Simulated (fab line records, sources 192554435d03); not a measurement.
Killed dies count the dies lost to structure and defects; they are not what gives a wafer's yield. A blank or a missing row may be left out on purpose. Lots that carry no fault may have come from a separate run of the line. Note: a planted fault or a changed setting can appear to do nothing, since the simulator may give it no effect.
fab line records + flow n5_finfet
[record]
- lots = 7
- wafers = 39
route steps=1938 shown FIN_SAQP@125 DUMMY_GATE@237 MOL_CONTACT_COAG@538
start_h: start of the lot's first displayed wafer, in hours after the record's first day + wait_h: hours since the lot's step before + " identical to the entry in the row above + L1.1+2: a single row standing in for several wafers + - either no value or no given start + * or withheld: withheld + < > ~ a bound
route shown NAME@n: a module of which the file shows steps, and the number in the route of the first + usual: mean/standard deviation taken from wafers without a fault + same: alike in all rows + chamber/n: place in a boat + sites: readings site by site + _std_site: the values' standard deviation + _edge_site: mean of outer sites minus mean of inner sites + radius_mm: for every site, how far away it sits from the centre of the wafer + mask NAME#n: copy n + behind: the last tool/chamber to shape the wafer + hold: the reason the lot was held/the length of the hold in hours/how it ended + device: the n, p or np transistor that did not switch + end of line: the tests these same wafers got at the end of their route + for a step that has no rows: nothing shown but its recipe + killed: dies that structure and defects cost at the first sort, which is not the same as the wafer's yield + map: the dies of a wafer, with x for killed, . for not killed, _ for no die there
set.NAME: the setting that was run; set.NAME@STEP: the one run at that earlier step + model.NAME: the simulator's own value behind a step, which no gauge read
lots with deliberately changed settings; one table per step, one row per wafer
[[steps]]
[step N5_FIN_SAQP_SPACER1_ALD_24]
[recipe]
- material = SiO2
- target_thk_a = 203
- temp_c = 300
- ald_precursor_family = BDEAS
- ald_co_reactant = O2-plasma
- pulse_time_s = 1
- purge_time_s = 2
- co_reactant_purge_time_s = 2
- ald_cycles = 218
- pressure_torr = 2
| lot.wafer  | tool       | chamber | start_h | wait_h | set.temp_c | model.SiO2_of_FIN_SAQP_SPACER1_ALD_24.thk_nm |
|------------|------------|---------|---------|--------|------------|----------------------------------------------|
| L076.1+2+4 | ald_sin-03 | 3,0,1   | 35.36   | 0.3    | 312.9      | 20                                           |
| L076.3     | "          | 2       | "       | "      | 300        | 20.2                                         |
| L076.5+6   | "          | 2,3     | "       | "      | 300        | 20.4                                         |
| L079.3+5+6 | ald_sin-04 | 1,0,1   | 52.86   | 0.1    | 300        | 20.4                                         |
| L081.1+2+3 | ald_sin-03 | 3,0,1   | 65.47   | 0.3    | 300        | 20.4                                         |
| L081.4     | "          | 2       | "       | "      | 312.8      | 19.8                                         |
| L081.5+6   | "          | 1,0     | "       | "      | 312.8      | 20                                           |
| L085.1+3   | ald_sin-04 | 2,3     | 90.61   | 0.3    | 300        | 20.2                                         |
| L085.2+5+6 | "          | 1,2,1   | "       | "      | 304.5      | 20.2                                         |
| L085.4     | "          | 0       | "       | "      | 300        | 20.4                                         |
| L087.1+4+6 | ald_sin-02 | 3,0,3   | 103.76  | 0.3    | 300        | 20.4                                         |
| L087.2+3+5 | "          | 0,2,2   | "       | "      | 303.7      | 20.2                                         |
| L093.1+5   | ald_sin-02 | 3,0     | 143.42  | 0.3    | 309.6      | 20.2                                         |
| L093.2     | "          | 1       | "       | "      | 309.6      | 20                                           |
| L093.3+4+6 | "          | 0,2,1   | "       | "      | 300        | 20.4                                         |
| L097.1+4   | ald_sin-03 | 3,1     | 162.20  | 0.3    | 300        | 20.4                                         |
| L097.2+5   | "          | 1,0     | "       | "      | 286.1      | 21.4                                         |
| L097.3     | "          | 0       | "       | "      | 300        | 20.2                                         |
| L097.6     | "          | 3       | "       | "      | 286.1      | 21.2                                         |
[step N5_FIN_SAQP_SPACER1_ETCHBACK_25]
[recipe]
- chemistry = CHF3/O2
- mode = anisotropic_etchback
- target = SiO2
- target_depth_a = 244
- time_s = 12.2
- pressure_mtorr = 30
- source_w = 650
- bias_w = 170
- Ar_flow_sccm = 200
- CHF3_flow_sccm = 50
- O2_flow_sccm = 5
- ion_energy_ev = 200
[step N5_FIN_SAQP_MANDREL1_REMOVE_56]
[recipe]
- chemistry = HBr/Cl2/O2
- bt_time_s = 10
- target = a-Si
- stop_on = SiNx
- endpoint = OES-SiCl
- over_etch_frac = 1
- icp_w = 600
- bias_w = 22
- HBr_flow_sccm = 150
- Cl2_flow_sccm = 80
- O2_flow_sccm = 5
- pressure_mtorr = 10
| lot.wafer  | tool      | chamber | start_h | wait_h | set.temp_c@FIN_SAQP_SPACER1_ALD_24 | model.FIN_SAQP.cd_nm |
|------------|-----------|---------|---------|--------|------------------------------------|----------------------|
| L076.1+2+4 | rie_si-03 | 3,2,2   | 36.24   | 0.1    | 312.9                              | 20                   |
| L076.3+5+6 | "         | 0,0,3   | "       | "      | 300                                | 20.4                 |
| L079.3+6   | rie_si-03 | 3,0     | 53.67   | 0.1    | 300                                | 20.4                 |
| L079.5     | "         | 3       | "       | "      | 300                                | 20.2                 |
| L081.1+2+3 | rie_si-01 | 2,3,1   | 66.27   | 0.1    | 300                                | 20.4                 |
| L081.4+5+6 | "         | 0,2,3   | "       | "      | 312.8                              | 20                   |
| L085.1+4   | rie_si-03 | 1,3     | 91.41   | 0.1    | 300                                | 20.2                 |
| L085.2+5   | "         | 2,3     | "       | "      | 304.5                              | 20.2                 |
| L085.3     | "         | 0       | "       | "      | 300                                | 20.4                 |
| L085.6     | "         | 2       | "       | "      | 304.5                              | 20.4                 |
| L087.1+4+6 | rie_si-04 | 1,0,2   | 104.56  | 0.1    | 300                                | 20.4                 |
| L087.2+3+5 | "         | 2,3,1   | "       | "      | 303.7                              | 20.2                 |
| L093.1+2+5 | rie_si-04 | 1,3,2   | 144.23  | 0.1    | 309.6                              | 20.2                 |
| L093.3+4+6 | "         | 0,2,1   | "       | "      | 300                                | 20.4                 |
| L097.1     | rie_si-03 | 0       | 163.01  | 0.1    | 300                                | 20.6                 |
| L097.2     | "         | 2       | "       | "      | 286.1                              | 21.4                 |
| L097.3     | "         | 3       | "       | "      | 300                                | 20.2                 |
| L097.4     | "         | 1       | "       | "      | 300                                | 20.4                 |
| L097.5+6   | "         | 2,1     | "       | "      | 286.1                              | 21.2                 |
[step N5_DUMMY_GATE_ETCH_37]
[recipe]
- chemistry = N2/H2
- target = SOC
- target_depth_a = 600
- overetch_a = 300
- temp_c = 40
- ion_energy_ev = 200
- pressure_mtorr = 30
- source_w = 840
- bias_w = 150
- n2_flow_sccm = 200
- h2_flow_sccm = 200
[usual]
- rf_vpp_V = 523.6/2.9
| lot.wafer | tool        | chamber | start_h | wait_h | set.source_w | rf_vpp_V | model.SiARC_of_DUMMY_GATE_COAT_35.thk_nm |
|-----------|-------------|---------|---------|--------|--------------|----------|------------------------------------------|
| L076.1    | rie_diel-03 | 2       | 60.20   | 0.0    | 999.2        | 493.8    | 4.4                                      |
| L076.2    | "           | 3       | "       | "      | 840          | 519.8    | 5                                        |
| L076.3    | "           | 1       | "       | "      | 999.2        | 496.8    | 4.4                                      |
| L076.4    | "           | 0       | "       | "      | 999.2        | 493.0    | 4.6                                      |
| L076.5    | "           | 3       | "       | "      | 840          | 520.5    | 5                                        |
| L076.6    | "           | 2       | "       | "      | 840          | 524.5    | 5                                        |
| L079.3    | rie_diel-03 | 0       | 75.90   | 0.0    | 840          | 519.0    | 5                                        |
| L079.5    | "           | 2       | "       | "      | 840          | 522.4    | 5                                        |
| L079.6    | "           | 3       | "       | "      | 840          | 519.1    | 5                                        |
| L081.1    | rie_diel-03 | 1       | 91.37   | 0.0    | 918          | 511.0    | 4.6                                      |
| L081.2    | "           | 2       | "       | "      | 918          | 507.9    | 4.8                                      |
| L081.3    | "           | 3       | "       | "      | 840          | 520.1    | 5                                        |
| L081.4    | "           | 0       | "       | "      | 840          | 521.0    | 5                                        |
| L081.5    | "           | 3       | "       | "      | 918          | 504.7    | 4.8                                      |
| L081.6    | "           | 0       | "       | "      | 840          | 522.6    | 5                                        |
| L085.1    | rie_diel-04 | 3       | 118.76  | 0.0    | 840          | 518.8    | 5                                        |
| L085.2    | "           | 1       | "       | "      | 840          | 526.8    | 5                                        |
| L085.3    | "           | 2       | "       | "      | 840          | 522.6    | 5                                        |
| L085.4    | "           | 0       | "       | "      | 952.2        | 504.5    | 4.8                                      |
| L085.5    | "           | 3       | "       | "      | 952.2        | 499.1    | 4.6                                      |
| L085.6    | "           | 2       | "       | "      | 952.2        | 501.6    | 4.6                                      |
| L087.1    | rie_diel-01 | 3       | 127.10  | 0.0    | 763.2        | 540.0    | 5.2                                      |
| L087.2    | "           | 2       | "       | "      | 763.2        | 540.0    | 5.4                                      |
| L087.3    | "           | 1       | "       | "      | 763.2        | 543.4    | 5.4                                      |
| L087.4    | "           | 0       | "       | "      | 840          | 527.4    | 5                                        |
| L087.5    | "           | 1       | "       | "      | 840          | 525.6    | 5                                        |
| L087.6    | "           | 2       | "       | "      | 840          | 522.6    | 5                                        |
| L093.1    | rie_diel-04 | 1       | 165.86  | 0.0    | 840          | 526.5    | 4.8                                      |
| L093.2    | "           | 2       | "       | "      | 958.2        | 500.9    | 4.6                                      |
| L093.3    | "           | 3       | "       | "      | 840          | 521.0    | 5.2                                      |
| L093.4    | "           | 1       | "       | "      | 840          | 525.7    | 4.8                                      |
| L093.5    | "           | 2       | "       | "      | 958.2        | 499.6    | 4.8                                      |
| L093.6    | "           | 3       | "       | "      | 958.2        | 498.6    | 4.8                                      |
| L097.1    | rie_diel-03 | 0       | 186.80  | 0.0    | 989.1        | 492.3    | 4.6                                      |
| L097.2    | "           | 3       | "       | "      | 989.1        | 500.2    | 4.4                                      |
| L097.3    | "           | 2       | "       | "      | 989.1        | 495.5    | 4.6                                      |
| L097.4    | "           | 2       | "       | "      | 840          | 523.2    | 5                                        |
| L097.5    | "           | 3       | "       | "      | 840          | 529.2    | 4.8                                      |
| L097.6    | "           | 0       | "       | "      | 840          | 522.7    | 5                                        |
[step N5_DUMMY_GATE_ETCH_32]
[recipe]
- chemistry = CF4
- target = SiO2
- target_depth_a = 35
- time_s = 3.9
- ion_energy_ev = 350
- pressure_mtorr = 10
- icp_w = 800
- bias_w = 400
- cf4_flow_sccm = 80
| lot.wafer | tool      | chamber | start_h | wait_h | set.time_s | model.etch.depth_nm |
|-----------|-----------|---------|---------|--------|------------|---------------------|
| L076.1    | rie_si-05 | 2       | 60.73   | 0.1    | 2.988      | 2.607               |
| L076.2    | "         | 1       | "       | "      | 3.9        | 3.469               |
| L076.3    | "         | 3       | "       | "      | 3.9        | 3.458               |
| L076.4    | "         | 0       | "       | "      | 2.988      | 2.669               |
| L076.5    | "         | 2       | "       | "      | 3.9        | 3.419               |
| L076.6    | "         | 3       | "       | "      | 2.988      | 2.666               |
| L079.3    | rie_si-02 | 3       | 76.43   | 0.1    | 3.9        | 3.464               |
| L079.5    | "         | 2       | "       | "      | 3.9        | 3.538               |
| L079.6    | "         | 3       | "       | "      | 3.9        | 3.451               |
| L081.1    | rie_si-05 | 1       | 91.89   | 0.1    | 4.409      | 3.992               |
| L081.2    | "         | 3       | "       | "      | 4.409      | 3.954               |
| L081.3    | "         | 2       | "       | "      | 3.9        | 3.454               |
| L081.4    | "         | 0       | "       | "      | 4.409      | 3.95                |
| L081.5    | "         | 2       | "       | "      | 3.9        | 3.431               |
| L081.6    | "         | 1       | "       | "      | 3.9        | 3.533               |
| L085.1    | rie_si-02 | 3       | 119.29  | 0.1    | 4.272      | 3.789               |
| L085.2    | "         | 1       | "       | "      | 3.9        | 3.478               |
| L085.3    | "         | 0       | "       | "      | 4.272      | 3.89                |
| L085.4    | "         | 2       | "       | "      | 3.9        | 3.487               |
| L085.5    | "         | 1       | "       | "      | 3.9        | 3.496               |
| L085.6    | "         | 2       | "       | "      | 4.272      | 3.851               |
| L087.1    | rie_si-06 | 2       | 127.79  | 0.1    | 3.9        | 3.517               |
| L087.2    | "         | 1       | "       | "      | 2.997      | 2.741               |
| L087.3    | "         | 3       | "       | "      | 2.997      | 2.668               |
| L087.4    | "         | 0       | "       | "      | 3.9        | 3.453               |
| L087.5    | "         | 1       | "       | "      | 3.9        | 3.556               |
| L087.6    | "         | 2       | "       | "      | 2.997      | 2.692               |
| L093.1+5  | rie_si-05 | 0,3     | 166.38  | 0.1    | 4.547      | 4.101               |
| L093.2    | "         | 3       | "       | "      | 3.9        | 3.516               |
| L093.3    | "         | 1       | "       | "      | 3.9        | 3.523               |
| L093.4    | "         | 2       | "       | "      | 4.547      | 4.043               |
| L093.6    | "         | 2       | "       | "      | 3.9        | 3.479               |
| L097.1    | rie_si-02 | 2       | 187.47  | 0.1    | 3.9        | 3.583               |
| L097.2    | "         | 1       | "       | "      | 4.355      | 3.968               |
| L097.3    | "         | 3       | "       | "      | 4.355      | 3.955               |
| L097.4    | "         | 0       | "       | "      | 3.9        | 3.63                |
| L097.5    | "         | 0       | "       | "      | 3.9        | 3.587               |
| L097.6    | "         | 3       | "       | "      | 4.355      | 3.951               |
[step N5_MOL_CONTACT_COAG_ETCH_110]
[recipe]
- chemistry = CF4/O2
- target = Si
- target_depth_a = 25
- time_s = 8
- pressure_mtorr = 100
- source_w = 200
- bias_w = 12
- ion_energy_ev = 60
- Ar_flow_sccm = 100
- cf4_flow_sccm = 100
- O2_flow_sccm = 10
[usual]
- rf_vpp_V = 128.2/1.7
| lot.wafer | tool        | chamber | start_h | wait_h | set.bias_w | rf_vpp_V |
|-----------|-------------|---------|---------|--------|------------|----------|
| L076.1    | rie_diel-02 | 3       | 105.06  | 0.0    | 11.34      | 123.0    |
| L076.2    | "           | 2       | "       | "      | 11.34      | 126.0    |
| L076.3    | "           | 1       | "       | "      | 11.34      | 121.1    |
| L076.4    | "           | 0       | "       | "      | 12         | 128.8    |
| L076.5    | "           | 2       | "       | "      | 12         | 130.9    |
| L076.6    | "           | 1       | "       | "      | 12         | 128.5    |
| L079.3    | rie_diel-02 | 3       | 120.50  | 0.0    | 12         | 128.6    |
| L079.5    | "           | 2       | "       | "      | 12         | 131.2    |
| L079.6    | "           | 1       | "       | "      | 12         | 127.2    |
| L081.1    | rie_diel-02 | 3       | 131.74  | 0.0    | 12         | 126.7    |
| L081.2    | "           | 0       | "       | "      | 11.04      | 119.6    |
| L081.3    | "           | 2       | "       | "      | 11.04      | 120.1    |
| L081.4    | "           | 1       | "       | "      | 12         | 128.1    |
| L081.5    | "           | 0       | "       | "      | 11.04      | 120.9    |
| L081.6    | "           | 3       | "       | "      | 12         | 129.1    |
| L085.1    | rie_diel-06 | 1       | 162.58  | 0.0    | 9.885      | 108.2    |
| L085.2    | "           | 0       | "       | "      | 9.885      | 107.4    |
| L085.3    | "           | 3       | "       | "      | 12         | 130.9    |
| L085.4    | "           | 2       | "       | "      | 9.885      | 108.7    |
| L085.5    | "           | 3       | "       | "      | 12         | 129.2    |
| L085.6    | "           | 0       | "       | "      | 12         | 126.5    |
| L087.1    | rie_diel-06 | 2       | 170.81  | 0.0    | 12         | 127.3    |
| L087.2    | "           | 0       | "       | "      | 12         | 124.2    |
| L087.3    | "           | 3       | "       | "      | 12         | 131.0    |
| L087.4    | "           | 0       | "       | "      | 12         | 125.7    |
| L087.5    | "           | 3       | "       | "      | 12         | 130.8    |
| L087.6    | "           | 2       | "       | "      | 12         | 127.2    |
| L093.1    | rie_diel-06 | 1       | 207.36  | 0.0    | 12         | 129.7    |
| L093.2    | "           | 3       | "       | "      | 12         | 129.3    |
| L093.3    | "           | 2       | "       | "      | 12         | 127.3    |
| L093.4    | "           | 3       | "       | "      | 12         | 130.7    |
| L093.5    | "           | 2       | "       | "      | 12         | 129.0    |
| L093.6    | "           | 1       | "       | "      | 12         | 128.6    |
| L097.1    | rie_diel-06 | 2       | 232.49  | 0.0    | 12         | 126.3    |
| L097.2    | "           | 1       | "       | "      | 12         | 127.9    |
| L097.3    | "           | 3       | "       | "      | 12         | 129.1    |
| L097.4    | "           | 0       | "       | "      | 14.19      | 144.9    |
| L097.5    | "           | 2       | "       | "      | 14.19      | 147.2    |
| L097.6    | "           | 3       | "       | "      | 14.19      | 149.6    |
[step N5_MOL_CONTACT_COAG_EXPOSE_81]
[recipe]
- mask_id = VG
- na = 0.33
- source_shape = annular
- sigma_inner = 0.3
- sigma_outer = 0.7
- polarization = unpolarized
- defocus_nm = 0
- dose_mj = 59.5
| lot.wafer        | tool           | chamber | start_h | wait_h | mask | set.dose_mj |
|------------------|----------------|---------|---------|--------|------|-------------|
| L076.1+2+3+4+5+6 | euv_scanner-02 | 0       | 116.55  | -      | VG#0 | 59.5        |
| L079.3+5+6       | euv_scanner-02 | 0       | 130.98  | -      | VG#0 | 59.5        |
| L081.1+2+3+4+5+6 | euv_scanner-02 | 0       | 140.96  | -      | VG#0 | 59.5        |
| L085.1+3+5       | euv_scanner-02 | 0       | 176.43  | -      | VG#0 | 59.5        |
| L085.2+4+6       | "              | 0       | "       | "      | VG#0 | 63.78       |
| L087.1+5+6       | euv_scanner-01 | 0       | 181.14  | -      | VG#0 | 62.42       |
| L087.2+3+4       | "              | 0       | "       | "      | VG#0 | 59.5        |
| L093.1+2+3+4+5+6 | euv_scanner-02 | 0       | 216.84  | -      | VG#0 | 59.5        |
| L097.1+2+3+4+5+6 | euv_scanner-02 | 0       | 242.69  | -      | VG#0 | 59.5        |
[step N5_MOL_CONTACT_COAG_PEB_82]
[recipe]
- peb_temp_c = 100
- peb_time_s = 60
- resist = CAR-EUV
[step N5_MOL_CONTACT_COAG_DEVELOP_83]
[recipe]
- develop_time_s = 30
- developer = TMAH
- resist = CAR-EUV
- rinse_liquid = surfactant_rinse
- dry = air_spin
- dev_temp_c = 23
[step N5_MOL_CONTACT_COAG_CD_MEAS_84]
[recipe]
- target_cd_nm = 25.1
- landing_energy_ev = 500
- detector = se_inlens
- polarity = opening
[usual]
- cd_nm = 25.07/0.24
| lot.wafer | tool      | chamber | start_h | wait_h | set.dose_mj@MOL_CONTACT_COAG_EXPOSE_81 | cd_nm |
|-----------|-----------|---------|---------|--------|----------------------------------------|-------|
| L076.1    | cd_sem-03 | 0       | 116.70  | -      | 59.5                                   | 25.42 |
| L076.2    | "         | 0       | "       | "      | 59.5                                   | 25.58 |
| L076.3    | "         | 0       | "       | "      | 59.5                                   | 25.22 |
| L076.4    | "         | 0       | "       | "      | 59.5                                   | 25.26 |
| L076.5    | "         | 0       | "       | "      | 59.5                                   | 25.18 |
| L076.6    | "         | 0       | "       | "      | 59.5                                   | 25.46 |
| L079.3    | cd_sem-02 | 0       | 131.11  | -      | 59.5                                   | 25.41 |
| L079.5    | "         | 0       | "       | "      | 59.5                                   | 25.52 |
| L079.6    | "         | 0       | "       | "      | 59.5                                   | 25.27 |
| L081.1    | cd_sem-03 | 0       | 141.10  | -      | 59.5                                   | 25.46 |
| L081.2    | "         | 0       | "       | "      | 59.5                                   | 25.15 |
| L081.3    | "         | 0       | "       | "      | 59.5                                   | 25.35 |
| L081.4    | "         | 0       | "       | "      | 59.5                                   | 25.14 |
| L081.5    | "         | 0       | "       | "      | 59.5                                   | 25.31 |
| L081.6    | "         | 0       | "       | "      | 59.5                                   | 25.01 |
| L085.1    | cd_sem-01 | 0       | 176.57  | -      | 59.5                                   | 25.21 |
| L085.2    | "         | 0       | "       | "      | 63.78                                  | 26.31 |
| L085.3    | "         | 0       | "       | "      | 59.5                                   | 25.05 |
| L085.4    | "         | 0       | "       | "      | 63.78                                  | 26.39 |
| L085.5    | "         | 0       | "       | "      | 59.5                                   | 25.15 |
| L085.6    | "         | 0       | "       | "      | 63.78                                  | 26.54 |
| L087.1    | cd_sem-01 | 0       | 181.28  | -      | 62.42                                  | 25.81 |
| L087.2    | "         | 0       | "       | "      | 59.5                                   | 25.00 |
| L087.3    | "         | 0       | "       | "      | 59.5                                   | 25.08 |
| L087.4    | "         | 0       | "       | "      | 59.5                                   | 24.72 |
| L087.5    | "         | 0       | "       | "      | 62.42                                  | 26.12 |
| L087.6    | "         | 0       | "       | "      | 62.42                                  | 26.08 |
| L093.1    | cd_sem-03 | 0       | 216.98  | -      | 59.5                                   | 25.27 |
| L093.2    | "         | 0       | "       | "      | 59.5                                   | 25.03 |
| L093.3    | "         | 0       | "       | "      | 59.5                                   | 24.77 |
| L093.4    | "         | 0       | "       | "      | 59.5                                   | 25.00 |
| L093.5    | "         | 0       | "       | "      | 59.5                                   | 24.87 |
| L093.6    | "         | 0       | "       | "      | 59.5                                   | 24.74 |
| L097.1    | cd_sem-03 | 0       | 242.84  | -      | 59.5                                   | 25.08 |
| L097.2    | "         | 0       | "       | "      | 59.5                                   | 25.25 |
| L097.3    | "         | 0       | "       | "      | 59.5                                   | 24.84 |
| L097.4    | "         | 0       | "       | "      | 59.5                                   | 24.96 |
| L097.5    | "         | 0       | "       | "      | 59.5                                   | 25.05 |
| L097.6    | "         | 0       | "       | "      | 59.5                                   | 25.23 |
[[key]]
[split]
- step = N5_FIN_SAQP_SPACER1_ALD_24
- setting = temp_c
- stated = 300
- by = wafer
[response]
- step = N5_FIN_SAQP_SPACER1_ALD_24
- reading = model.SiO2_of_FIN_SAQP_SPACER1_ALD_24.thk_nm
- change = -0.128
- per = 1%
- r = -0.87
[response]
- step = N5_FIN_SAQP_MANDREL1_REMOVE_56
- reading = model.FIN_SAQP.cd_nm
- change = -0.115
- per = 1%
- r = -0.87
[split]
- step = N5_DUMMY_GATE_ETCH_37
- setting = source_w
- stated = 840
- by = wafer
[response]
- step = N5_DUMMY_GATE_ETCH_37
- reading = rf_vpp_V
- change = -1.58
- per = 1%
- r = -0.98
[response]
- step = N5_DUMMY_GATE_ETCH_37
- reading = model.SiARC_of_DUMMY_GATE_COAT_35.thk_nm
- change = -0.0246
- per = 1%
- r = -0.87
[split]
- step = N5_DUMMY_GATE_ETCH_32
- setting = time_s
- stated = 3.9
- by = wafer
[response]
- step = N5_DUMMY_GATE_ETCH_32
- reading = model.etch.depth_nm
- change = +0.0348
- per = 1%
- r = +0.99
[split]
- step = N5_MOL_CONTACT_COAG_ETCH_110
- setting = bias_w
- stated = 12
- by = wafer
[response]
- step = N5_MOL_CONTACT_COAG_ETCH_110
- reading = rf_vpp_V
- change = +1.11
- per = 1%
- r = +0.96
[split]
- step = N5_MOL_CONTACT_COAG_EXPOSE_81
- setting = dose_mj
- stated = 59.5
- by = wafer
[response]
- step = N5_MOL_CONTACT_COAG_CD_MEAS_84
- reading = cd_nm
- change = +0.19
- per = 1%
- r = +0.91
